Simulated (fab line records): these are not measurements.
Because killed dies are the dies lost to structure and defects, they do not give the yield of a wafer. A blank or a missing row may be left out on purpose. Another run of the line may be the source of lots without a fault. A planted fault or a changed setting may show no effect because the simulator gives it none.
What tool caused it? ; flow n5 finfet ; 24 lots, 72 wafers sampled, at 6 steps of a route of 1938

## WHAT THE GAUGES SHOWED, per wafer
N5_START_INSPECT_01: inspects for defects (unpatterned scan).
lot;measured;on;raw defect count
L074;day 1 12:02;defect inspect-01;5 7 4
L075;day 1 18:02;defect inspect-02;4 8 10
L076;day 2 00:02;defect inspect-02;3 4 10
L077;day 2 06:02;defect inspect-01;4 4 8
L078;day 2 12:02;defect inspect-02;7 5 6
L079;day 2 18:02;defect inspect-02;2 6 5
L080;day 3 00:02;defect inspect-02;4 9 8
L081;day 3 06:19;defect inspect-02;5 8 6
L082;day 3 12:02;defect inspect-02;9 10 5
L083;day 3 18:02;defect inspect-02;10 4 7
L084;day 4 00:02;defect inspect-02;5 6 3
L085;day 4 06:02;defect inspect-02;4 4 6
L086;day 4 12:02;defect inspect-02;6 5 5
L087;day 4 18:02;defect inspect-02;9 3 5
L088;day 5 00:02;defect inspect-01;5 8 9
L089;day 5 06:02;defect inspect-02;3 4 3
L090;day 5 12:02;defect inspect-02;7 4 4
L091;day 5 18:02;defect inspect-01;4 4 7
L092;day 6 00:02;defect inspect-01;3 5 5
L093;day 6 06:02;defect inspect-02;6 3 4
L094;day 6 12:02;defect inspect-02;7 4 5
L095;day 6 18:02;defect inspect-02;3 11 6
L096;day 7 00:02;defect inspect-01;11 7 9
L097;day 7 06:02;defect inspect-01;7 7 4

N5_WELL_APT_INSPECT_27: inspects for defects (macro).
lot;measured;on;raw defect count
L074;day 1 15:19;defect inspect-02;2 4 2
L075;day 1 20:55;defect inspect-01;2 3 2
L076;day 2 02:54;defect inspect-02;3 4 3
L077;day 2 09:02;defect inspect-01;4 2 1
L078;day 2 14:59;defect inspect-02;1 0 2
L079;day 2 20:56;defect inspect-02;1 1 2
L080;day 3 03:01;defect inspect-02;2 5 0
L081;day 3 09:24;defect inspect-02;1 3 1
L082;day 3 15:21;defect inspect-02;5 4 3
L083;day 3 21:20;defect inspect-02;3 3 0
L084;day 4 02:53;defect inspect-02;1 4 2
L085;day 4 09:05;defect inspect-02;4 3 1
L086;day 4 15:32;defect inspect-01;2 1 4
L087;day 4 21:08;defect inspect-01;2 2 3
L088;day 5 02:52;defect inspect-01;2 1 2
L089;day 5 09:23;defect inspect-01;1 4 2
L090;day 5 15:33;defect inspect-01;2 0 3
L091;day 5 21:10;defect inspect-01;1 2 1
L092;day 6 02:47;defect inspect-01;1 4 3
L093;day 6 09:08;defect inspect-01;1 2 1
L094;day 6 14:59;defect inspect-02;4 3 3
L095;day 6 20:59;defect inspect-01;0 3 2
L096;day 7 02:44;defect inspect-01;2 2 8
L097;day 7 09:18;defect inspect-01;2 3 2

N5_PMOS_HMC_CHANNEL_EPI_INSPECT_30: inspects for defects (darkfield).
lot;measured;on;raw defect count
L074;day 1 20:37;defect inspect-02;14 31 17
L075;day 2 02:58;defect inspect-01;17 9 15
L076;day 2 07:44;defect inspect-02;17 23 23
L077;day 2 14:08;defect inspect-02;22 37 22
L078;day 2 19:58;defect inspect-02;29 7 19
L079;day 3 02:41;defect inspect-02;18 31 20
L080;day 3 08:23;defect inspect-02;19 24 6
L081;day 3 14:22;defect inspect-02;18 13 30
L082;day 3 20:52;defect inspect-02;7 17 16
L083;day 4 02:22;defect inspect-02;20 9 20
L084;day 4 08:17;defect inspect-02;12 15 21
L085;day 4 14:05;defect inspect-01;12 16 15
L086;day 4 21:01;defect inspect-01;15 17 15
L087;day 5 02:35;defect inspect-01;21 17 21
L088;day 5 08:11;defect inspect-02;30 17 15
L089;day 5 15:02;defect inspect-01;21 20 18
L090;day 5 21:13;defect inspect-01;15 19 22
L091;day 6 03:13;defect inspect-01;14 25 23
L092;day 6 08:27;defect inspect-02;21 15 19
L093;day 6 14:37;defect inspect-02;15 22 14
L094;day 6 20:30;defect inspect-02;20 11 31
L095;day 7 02:04;defect inspect-01;13 8 9
L096;day 7 07:56;defect inspect-02;17 27 33
L097;day 7 14:16;defect inspect-02;20 12 9

N5_FIN_SAQP_OVL_MEAS_17.
lot;measured;on;FIN_CORE_OVL (nm)
L074;day 1 22:01;overlay-02;0.1 -0.3 0.2
L075;day 2 04:25;overlay-02;2.1 1.5 2.2
L076;day 2 09:26;overlay-02;0.3 0.4 1.5
L077;day 2 15:24;overlay-01;0.0 0.6 1.3
L078;day 2 21:22;overlay-01;1.0 0.5 0.4
L079;day 3 04:07;overlay-01;-0.3 -1.0 -1.4
L080;day 3 09:51;overlay-01;1.1 0.5 0.7
L081;day 3 15:55;overlay-02;-0.5 0.5 0.5
L082;day 3 22:10;overlay-02;-0.1 0.6 0.3
L083;day 4 03:48;overlay-02;0.1 0.5 1.3
L084;day 4 09:49;overlay-02;1.1 0.8 0.0
L085;day 4 15:44;overlay-02;0.9 -0.4 1.0
L086;day 4 22:46;overlay-01;-0.6 0.8 -1.1
L087;day 5 04:07;overlay-02;1.3 1.3 0.5
L088;day 5 09:33;overlay-02;0.1 2.0 2.4
L089;day 5 16:26;overlay-02;0.9 1.4 0.7
L090;day 5 22:28;overlay-02;0.6 -0.5 2.4
L091;day 6 04:26;overlay-01;-0.5 -0.6 -0.4
L092;day 6 10:54;overlay-02;2.3 0.9 2.1
L093;day 6 15:50;overlay-02;-0.3 -0.8 -0.4
L094;day 6 21:52;overlay-01;1.7 1.0 1.9
L095;day 7 03:49;overlay-01;2.2 -0.1 0.1
L096;day 7 09:34;overlay-01;-0.2 -0.5 -1.2
L097;day 7 15:38;overlay-02;1.2 0.1 -0.2

## TOOL THAT RAN EACH LOT (tool first, then ch and the chambers of the sampled wafers, then the start)
lot;N5_WELL_APT_RTA_34;N5_PMOS_HMC_CHANNEL_EPI_DESCUM_14
L074;rtp anneal-02 ch 0, day 1 16:09;rie diel-01 ch 0,2,3, day 1 17:27
L075;rtp anneal-02 ch 0, day 1 21:58;rie diel-04 ch 1,3, day 1 23:49
L076;rtp anneal-01 ch 0, day 2 03:43;rie diel-02 ch 0,1, day 2 05:00
L077;rtp anneal-01 ch 0, day 2 09:56;rie diel-01 ch 0,1, day 2 11:22
L078;rtp anneal-02 ch 0, day 2 15:47;rie diel-04 ch 1,2, day 2 17:14
L079;rtp anneal-01 ch 0, day 2 21:51;rie diel-02 ch 0,1,2, day 2 23:42
L080;rtp anneal-02 ch 0, day 3 03:53;rie diel-04 ch 0,1,2, day 3 05:15
L081;rtp anneal-01 ch 0, day 3 10:13;rie diel-02 ch 0,3, day 3 11:38
L082;rtp anneal-02 ch 0, day 3 16:22;rie diel-02 ch 0,2,3, day 3 17:55
L083;rtp anneal-01 ch 0, day 3 22:11;rie diel-02 ch 0,3, day 3 23:35
L084;rtp anneal-01 ch 0, day 4 03:43;rie diel-01 ch 0,1,3, day 4 05:32
L085;rtp anneal-01 ch 0, day 4 09:53;rie diel-01 ch 1,3, day 4 11:17
L086;rtp anneal-02 ch 0, day 4 16:41;rie diel-01 ch 0,1, day 4 18:16
L087;rtp anneal-01 ch 0, day 4 21:57;rie diel-02 ch 1,2, day 4 23:20
L088;rtp anneal-01 ch 0, day 5 03:39;rie diel-04 ch 0,1,3, day 5 04:56
L089;rtp anneal-02 ch 0, day 5 10:11;rie diel-02 ch 0,1,2, day 5 11:47
L090;rtp anneal-02 ch 0, day 5 16:23;rie diel-01 ch 1,2,3, day 5 17:58
L091;rtp anneal-01 ch 0, day 5 21:59;rie diel-04 ch 1,3, day 5 23:58
L092;rtp anneal-01 ch 0, day 6 03:38;rie diel-01 ch 0,1, day 6 05:12
L093;rtp anneal-01 ch 0, day 6 10:10;rie diel-02 ch 0,1,2, day 6 11:46
L094;rtp anneal-01 ch 0, day 6 15:52;rie diel-01 ch 1,2, day 6 17:46
L095;rtp anneal-02 ch 0, day 6 21:48;rie diel-04 ch 0,1,3, day 6 23:19
L096;rtp anneal-02 ch 0, day 7 03:47;rie diel-01 ch 1,2, day 7 05:12
L097;rtp anneal-02 ch 0, day 7 10:06;rie diel-02 ch 1,2,3, day 7 11:32
- N5_WELL_APT_RTA_34: time 10 s.
- N5_PMOS_HMC_CHANNEL_EPI_DESCUM_14: chemistry O2, time 7.9 s.

## AS READ BY THE TOOLS THEMSELVES (means over the sampled wafers that have a number; for cases with no such wafer, the mark the record gives instead)
N5_WELL_APT_RTA_34.
lot;tool;lamp power pct (%);lamp_zone_4_pct (%);lamp_zone_6_pct (%);wafer_temp_C_max
L074;rtp anneal-02;13.00;13.00;12.93;1002.8
L075;rtp anneal-02;12.99;13.00;12.93;1004.5
L076;rtp anneal-01;13.02;13.00;12.91;1003.2
L077;rtp anneal-01;13.04;12.96;12.93;1002.4
L078;rtp anneal-02;13.07;12.98;12.96;1003.2
L079;rtp anneal-01;13.01;13.02;12.91;1003.6
L080;rtp anneal-02;12.97;12.96;12.90;1003.5
L081;rtp anneal-01;13.03;12.99;12.91;1003.2
L082;rtp anneal-02;13.03;13.01;12.95;1003.3
L083;rtp anneal-01;13.04;12.99;12.91;1004.3
L084;rtp anneal-01;13.01;12.98;12.92;1003.0
L085;rtp anneal-01;12.97;12.99;12.89;1004.1
L086;rtp anneal-02;12.98;13.00;12.93;1004.1
L087;rtp anneal-01;13.03;12.99;12.91;1004.1
L088;rtp anneal-01;12.99;13.04;12.92;1003.7
L089;rtp anneal-02;13.03;13.00;12.94;1003.5
L090;rtp anneal-02;13.00;13.01;12.90;1002.4
L091;rtp anneal-01;13.01;13.00;12.94;1002.3
L092;rtp anneal-01;12.99;13.01;12.93;1004.6
L093;rtp anneal-01;12.97;13.01;12.93;1002.9
L094;rtp anneal-01;13.00;13.01;12.97;1003.2
L095;rtp anneal-02;13.00;12.99;12.92;1004.2
L096;rtp anneal-02;12.99;12.97;12.92;1002.4
L097;rtp anneal-02;13.01;12.96;12.94;1003.8

N5_PMOS_HMC_CHANNEL_EPI_DESCUM_14.
lot;tool;drypump motor current A (A);oes product au (a.u.);rf vpp V (V);showerhead plenum p Torr (Torr);throttle valve pct (%)
L074;rie diel-01;5.0;0.79;244.8;2.17;20.30
L075;rie diel-04;5.9;0.74;242.3;2.03;20.34
L076;rie diel-02;5.0;0.75;244.8;2.19;20.37
L077;rie diel-01;5.6;0.77;244.9;2.19;20.34
L078;rie diel-04;5.7;0.74;242.1;2.06;20.40
L079;rie diel-02;4.9;0.80;244.2;2.20;20.48
L080;rie diel-04;5.9;0.73;242.5;2.08;20.50
L081;rie diel-02;5.2;0.76;244.3;2.19;20.36
L082;rie diel-02;5.1;0.81;245.3;2.20;20.46
L083;rie diel-02;5.3;0.81;245.6;2.20;20.22
L084;rie diel-01;5.3;0.76;244.0;2.18;20.36
L085;rie diel-01;5.4;0.74;244.8;2.17;20.51
L086;rie diel-01;5.6;0.75;244.4;2.19;20.37
L087;rie diel-02;4.9;0.84;245.6;2.21;20.59
L088;rie diel-04;5.9;0.73;243.5;2.09;20.48
L089;rie diel-02;5.0;0.79;244.4;2.19;20.50
L090;rie diel-01;5.1;0.75;244.2;2.15;20.49
L091;rie diel-04;5.9;0.72;242.3;2.02;20.38
L092;rie diel-01;5.7;0.73;245.1;2.17;20.54
L093;rie diel-02;5.0;0.78;245.0;2.19;20.50
L094;rie diel-01;5.5;0.72;244.1;2.14;20.67
L095;rie diel-04;5.9;0.72;242.8;2.08;20.49
L096;rie diel-01;5.5;0.72;243.7;2.14;20.68
L097;rie diel-02;5.1;0.81;244.4;2.20;20.39

## THE ANSWER, worked out from the rows above alone
Rule: usual is defined by the lots themselves. Put in order of their means at a reading, lots are off if they are a third of the lots or fewer, leave a main group of 4 or more, and stand apart from it by a gap of 3 or more times the standard deviation of the main group's means; of several such gaps the widest counts. If all means in a main group match to the digits the tables above print for the reading, that group is not used. A lot without any number at a reading at which 4 lots or more have one is off too. Any other lot the step has rows for is counted as sound. After the gauges, taken in route order, come the tools' own readings; for these a lot's mean is taken, as printed above. At the first step where some lot is off, the reading lying furthest off is the one used; lots without a number count as furthest.
Nothing can be told from this: no lot is off at any reading shown.

## WHAT THE SIMULATOR PUT IN
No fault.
